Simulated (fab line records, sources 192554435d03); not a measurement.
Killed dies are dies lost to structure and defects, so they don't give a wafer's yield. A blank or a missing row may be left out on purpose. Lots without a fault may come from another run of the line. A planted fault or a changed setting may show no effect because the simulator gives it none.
Chamber matching | flow n5_finfet | N5_BEOL_M4_PRE_CLEAN_60 on cvd_co-02: 3 sister chambers
The step time 15 s. 3 wafers are shown with their chamber, then 7 later ones without.

WAFERS WITH THEIR CHAMBER
wafer  | chamber | heater_power_w (W)
L074.3 | 1       | 98
L096.1 | 2       | 106
L096.5 | 0       | 96

WAFERS WITHOUT THEIR CHAMBER
wafer  | heater_power_w (W)
L096.6 | 103
L097.1 | 106
L097.2 | 96
L097.3 | 95
L097.4 | 100
L097.5 | 104
L097.6 | 99

WHICH CHAMBER EACH WENT THROUGH
wafer  | from the rows above     | in truth
L096.6 | can't be placed: 2 or 1 | 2
L097.1 | 2                       | 2
L097.2 | can't be placed: 0 or 1 | 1
L097.3 | can't be placed: 0 or 1 | 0
L097.4 | can't be placed: 1 or 0 | 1
L097.5 | 2                       | 2
L097.6 | can't be placed: 1 or 0 | 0
Placed correctly: 2 of 7. Can't be placed from these rows: 5 (the true chamber is among the candidates in 5). Placed wrongly: 0.
How it was worked out, from the rows above alone: a wafer's distance from a chamber is the root of the sum, over the readings, of the square of ((its reading less the chamber's mean) divided by the reading's scatter). The wafer belongs to the nearest chamber; if the next one is less than 2 further off, it can't be placed. A chamber's mean is the mean of its shown wafers. The scatter: with one shown wafer a chamber, the root of the mean of the squares of how far each hidden wafer lies from its nearest shown one.
